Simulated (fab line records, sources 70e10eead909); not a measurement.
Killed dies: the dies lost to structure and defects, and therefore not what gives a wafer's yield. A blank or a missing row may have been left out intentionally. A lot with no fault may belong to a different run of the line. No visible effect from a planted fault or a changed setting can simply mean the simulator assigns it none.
The tool behind it: which one?	flow nand harc	12 lots, 36 wafers sampled, at 6 steps of a route of 1159

## WHAT EACH GAUGE READ, for each wafer
NHARC_P_GATE_CD_MEAS_26: the cd target is 120 nm. Usual: cd nm 119.7 nm, standard deviation 0.59.
lot	measured	on	cd nm (nm)	flag
L270	day 4 16:35	cd sem-01	120.8 120.4 120.5	
L272	day 5 06:41	cd sem-02	119.1 119.2 119.3	
L273	day 5 06:32	cd sem-01	118.6 119.2 119.3	
L274	day 5 17:11	cd sem-01	119.7 119.5 120.0	
L278	day 6 18:51	cd sem-02	118.8 119.0 119.2	
L281	day 7 22:56	cd sem-02	106.7 107.4 107.8	OFF
L283	day 7 23:11	cd sem-01	120.8 119.8 120.3	
L284	day 7 22:16	cd sem-01	107.3 107.8 106.9	OFF
L286	day 8 11:49	cd sem-01	107.7 107.8 107.2	OFF
L287	day 9 01:14	cd sem-03	119.0 119.4 119.5	
L288	day 9 00:56	cd sem-01	119.3 119.6 119.4	
L290	day 9 14:25	cd sem-03	119.7 119.5 119.9	

NHARC_END_SORT_01. Usual: killed at array 27, standard deviation 10; killed at other 0.6, standard deviation 1; killed at periphery 3.4, standard deviation 2.7; killed dies 31, standard deviation 9.7; killed open 3.4, standard deviation 1.7; killed short 2.2, standard deviation 1.5.
lot	measured	on	killed at array	killed at other	killed at periphery	killed dies	killed open	killed short	flag
L281	day 22 22:17	prober-01	29 34 31	0 0 0	7 1 8	36 35 39	5 2 2	1 3 0	
L284	day 22 23:04	prober-02	30 21 38	1 0 0	12 10 9	43 31 47	4 2 7	1 1 3	
L286	day 23 14:16	prober-02	30 25 32	0 2 1	7 13 12	37 40 45	2 2 6	2 2 2	

## TOOL THAT RAN EACH LOT (tool first, then ch and the chambers of the sampled wafers, then the start)
lot	NHARC_P_STI_ETCH_31	NHARC_P_GATE_PEB_24	NHARC_P_GATE_DESCUM_31	NHARC_P_GATE_HM_OPEN_105
L270	rie diel-10 ch 1,2,3, day 4 16:31 or earlier	litho track-04 ch 0, day 4 16:31	rie diel-08 ch 0,1,3, day 4 16:47	rie diel-08 ch 0,1,3, no start
L272	rie diel-01 ch 0,2,3, day 5 06:37 or earlier	litho track-06 ch 0, day 5 06:37	rie diel-08 ch 0,1,3, day 5 06:54	rie diel-08 ch 0,1,3, no start
L273	rie diel-01 ch 1,2,3, day 5 06:28 or earlier	litho track-06 ch 0, day 5 06:28	rie diel-05 ch 2,3, day 5 06:44	rie diel-05 ch 1,2, no start
L274	rie diel-06 ch 0,1,2, day 5 17:07 or earlier	litho track-06 ch 0, day 5 17:07	rie diel-05 ch 1,3, day 5 17:24	rie diel-05 ch 1,2, no start
L278	rie diel-01 ch 1,2,3, day 6 18:46 or earlier	litho track-06 ch 0, day 6 18:46	rie diel-05 ch 1,2,3, day 6 19:02	rie diel-05 ch 2,3, no start
L281	rie diel-06 ch 1,3, day 7 22:51 or earlier	litho track-06 ch 0, day 7 22:51	rie diel-08 ch 1,2, day 7 23:07	rie diel-08 ch 0,2,3, day 22 22:17 or earlier
L283	rie diel-06 ch 0,2,3, day 7 23:07 or earlier	litho track-04 ch 0, day 7 23:07	rie diel-08 ch 0,2,3, day 7 23:26	rie diel-08 ch 0,1,2, no start
L284	rie diel-10 ch 0,2, day 7 22:11 or earlier	litho track-06 ch 0, day 7 22:11	rie diel-11 ch 0,1,3, day 7 22:34	rie diel-11 ch 0,2,3, day 22 23:04 or earlier
L286	rie diel-01 ch 0,1,2, day 8 11:44 or earlier	litho track-06 ch 0, day 8 11:44	rie diel-05 ch 1,3, day 8 12:00	rie diel-05 ch 1,2, day 23 14:16 or earlier
L287	rie diel-06 ch 0,1, day 9 01:09 or earlier	litho track-01 ch 0, day 9 01:09	rie diel-08 ch 0,1, day 9 01:25	rie diel-08 ch 1,2, no start
L288	rie diel-10 ch 0,2, day 9 00:51 or earlier	litho track-04 ch 0, day 9 00:51	rie diel-08 ch 0,1,3, day 9 01:08	rie diel-08 ch 2,3, no start
L290	rie diel-06 ch 0,1,3, day 9 14:20 or earlier	litho track-04 ch 0, day 9 14:20	rie diel-11 ch 0,1,2, day 9 14:37	rie diel-11 ch 2,3, no start
- NHARC_P_STI_ETCH_31: etches the open film in CF4/CHF3, target depth 108.9 nm, time 54.5 s.
- NHARC_P_GATE_PEB_24: peb time 65 s.
- NHARC_P_GATE_DESCUM_31: chemistry O2, time 3 s.
- NHARC_P_GATE_HM_OPEN_105: chemistry O2/COS, target depth 360 nm.

## AS READ BY THE TOOLS THEMSELVES (means over the sampled wafers that have a number; for cases with no such wafer, the mark the record gives instead)
NHARC_P_STI_ETCH_31. Usual: drypump motor current A 5.7 A, standard deviation 0.35; oes product au 0.966 a.u., standard deviation 0.011; rf vpp V 369.7 V, standard deviation 2; showerhead plenum p Torr 1.55 Torr, standard deviation 0.052; throttle valve pct 16.802 %, standard deviation 0.0083.
lot	tool	drypump motor current A (A)	oes product au (a.u.)	rf vpp V (V)	showerhead plenum p Torr (Torr)	throttle valve pct (%)	flag
L270	rie diel-10	6.2	0.967	370.6	1.58	16.796	
L272	rie diel-01	5.5	0.964	369.6	1.53	16.804	
L273	rie diel-01	5.5	0.951	369.2	1.56	16.804	
L274	rie diel-06	5.8	0.970	367.9	1.48	16.804	
L278	rie diel-01	5.6	0.966	369.6	1.56	16.807	
L281	rie diel-06	5.3	0.968	369.8	1.54	16.799	
L283	rie diel-06	5.9	0.971	369.9	1.54	16.800	
L284	rie diel-10	5.9	0.969	369.9	1.58	16.805	
L286	rie diel-01	5.6	0.975	369.0	1.54	16.798	
L287	rie diel-06	5.6	0.961	367.7	1.48	16.804	
L288	rie diel-10	6.2	0.970	369.7	1.56	16.796	
L290	rie diel-06	5.6	0.959	369.0	1.54	16.812	

NHARC_P_GATE_DESCUM_31. Usual: drypump motor current A 5.9 A, standard deviation 0.37; oes product au 1.000 a.u., standard deviation 0.0068; rf vpp V 57.9 V, standard deviation 0.88; showerhead plenum p Torr 1.95 Torr, standard deviation 0.087; throttle valve pct 11.311 %, standard deviation 0.0098.
lot	tool	drypump motor current A (A)	oes product au (a.u.)	rf vpp V (V)	showerhead plenum p Torr (Torr)	throttle valve pct (%)	flag
L270	rie diel-08	5.8	1.002	57.9	1.90	11.310	
L272	rie diel-08	5.8	1.002	57.4	1.90	11.315	
L273	rie diel-05	6.0	0.998	58.4	2.02	11.312	
L274	rie diel-05	5.5	0.997	57.3	2.03	11.317	
L278	rie diel-05	5.8	0.998	58.1	2.02	11.316	
L281	rie diel-08	5.5	1.002	57.9	1.89	11.309	
L283	rie diel-08	5.6	0.999	58.0	1.98	11.307	
L284	rie diel-11	6.2	0.999	58.9	1.92	11.310	
L286	rie diel-05	5.7	1.008	57.9	2.03	11.313	
L287	rie diel-08	5.8	1.007	57.9	1.87	11.309	
L288	rie diel-08	5.8	0.997	57.4	1.89	11.303	
L290	rie diel-11	6.0	1.002	58.0	1.96	11.305	

NHARC_P_GATE_HM_OPEN_105. Usual: drypump motor current A 5.9 A, standard deviation 0.38; oes product au 0.999 a.u., standard deviation 0.0078; rf vpp V 468.5 V, standard deviation 3; showerhead plenum p Torr 3.18 Torr, standard deviation 0.13; throttle valve pct 28.331 %, standard deviation 0.0086.
lot	tool	drypump motor current A (A)	oes product au (a.u.)	rf vpp V (V)	showerhead plenum p Torr (Torr)	throttle valve pct (%)	flag
L270	rie diel-08	5.8	1.003	467.2	3.09	28.339	
L272	rie diel-08	5.8	0.998	466.2	3.09	28.334	
L273	rie diel-05	5.6	1.004	470.2	3.29	28.322	
L274	rie diel-05	5.6	0.996	470.3	3.28	28.333	
L278	rie diel-05	6.0	0.987	470.6	3.28	28.343	
L281	rie diel-08	5.7	1.000	469.3	3.22	28.330	
L283	rie diel-08	5.7	1.001	468.2	3.19	28.333	
L284	rie diel-11	6.1	0.995	467.4	3.10	28.336	
L286	rie diel-05	5.6	1.001	470.1	3.28	28.331	
L287	rie diel-08	5.4	1.000	468.9	3.22	28.336	
L288	rie diel-08	5.4	1.000	467.3	3.14	28.333	
L290	rie diel-11	6.1	0.988	465.7	3.06	28.333	

## THE ANSWER, worked out from the rows above alone
Rule: lot off if the mean of its wafers having a number is beyond 3 standard deviations from the usual mean. Also off: a lot with no number at a reading for which 4 or more lots have one. The other lots that the step has rows for count as sound. After the gauges, taken in route order, come the tools' own readings; for these a lot's mean is taken, as printed above. The first step at which some lot is off is used, and at that step the reading that is off furthest; a lot without a number counts as furthest.
Off, at NHARC_P_GATE_CD_MEAS_26 on cd nm: L281, L284, L286.
If a tool, at a process step before that reading, ran all the lots that are off and no sound lot after the first of them, it fits. Those tools and the gauges at NHARC_P_GATE_CD_MEAS_26 are tried in the same way. NHARC_P_STI_ETCH_31: start missing for some lots; hours and lot order therefore follow NHARC_P_GATE_PEB_24. One candidate fits, namely litho track-06 at NHARC_P_GATE_PEB_24. Its last sound lot is L278 (day 6 18:46), its first lot that is off L284 (day 7 22:11): a fault that began between those two fits.

## WHAT HAD BEEN PUT IN BY THE SIMULATOR
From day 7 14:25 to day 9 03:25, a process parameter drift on litho track-06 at NHARC_P_GATE_PEB_24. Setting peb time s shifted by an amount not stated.
Lots struck among those shown: L284, L281, L286. The rule given above showed the same thing.
